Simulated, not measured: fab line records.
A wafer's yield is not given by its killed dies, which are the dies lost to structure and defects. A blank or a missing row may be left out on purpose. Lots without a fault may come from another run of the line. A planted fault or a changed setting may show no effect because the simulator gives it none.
Matching of chambers ; flow nand harc ; rie diel-04 running NHARC_P_ZERO_WELL_DESCUM_26: 4 sister chambers
The step chemistry O2, time 3 s. 14 wafers are shown with their chamber, then 7 later ones without.

== WAFERS PAIRED WITH THEIR CHAMBERS ==
wafer;chamber;drypump motor current A (A);oes product au (a.u.);rf vpp V (V)
L788.1;2;6.5;1.000;57.3
L788.5;0;5.4;0.998;58.9
L788.6;3;5.2;1.016;58.7
L793.1;2;6.5;1.005;56.7
L793.2;1;5.3;0.996;57.5
L793.5;3;5.2;1.006;56.8
L795.1;2;6.4;1.006;57.3
L795.4;3;5.2;1.002;56.8
L795.6;2;6.5;1.009;58.7
L796.1;1;5.2;1.002;59.5
L796.2;3;5.2;1.005;57.7
L796.5;1;5.2;1.003;56.7
L797.2;0;5.3;0.993;58.3
L797.3;2;6.4;1.021;57.2

SIGNATURES, as means of the wafers listed above
reading;chamber 0;chamber 1;chamber 2;chamber 3;scatter within a chamber
drypump motor current A;5.350;5.233;6.460;5.200;0.0486
oes product au;0.99550;1.00033;1.00820;1.00725;0.00631
rf vpp V;58.600;57.900;57.440;57.500;0.95
Rule: a wafer's distance from a chamber is the root of the sum, over the readings, of the square of ((its reading less the chamber's mean) divided by the reading's scatter). The wafer belongs to the nearest chamber; if the next one is less than 2 further off, it can't be placed. The scatter is the square root of a quotient: the sum, over the shown wafers, of each reading's squared deviation from its chamber's mean, divided by wafers minus chambers.

== WAFERS WHOSE CHAMBER IS MISSING ==
wafer;drypump motor current A (A);oes product au (a.u.);rf vpp V (V)
L797.5;5.3;1.003;57.6
L802.1;6.5;1.004;59.6
L802.2;5.2;0.998;57.8
L802.5;5.2;1.006;57.6
L809.2;6.5;1.005;56.8
L809.4;5.2;0.995;58.7
L809.6;5.2;0.994;58.4

== CHAMBER TAKEN BY EACH ==
wafer;from the rows above;in truth
L797.5;can't be placed: 1 or 0 or 3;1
L802.1;2;2
L802.2;can't be placed: 1 or 3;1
L802.5;can't be placed: 3 or 1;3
L809.2;2;2
L809.4;can't be placed: 1 or 3 or 0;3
L809.6;can't be placed: 1 or 3 or 0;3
Placed correctly: 2 of 7. Not placeable from these rows: 5 (in 5, the candidates include the true chamber). Number placed wrongly: 0.
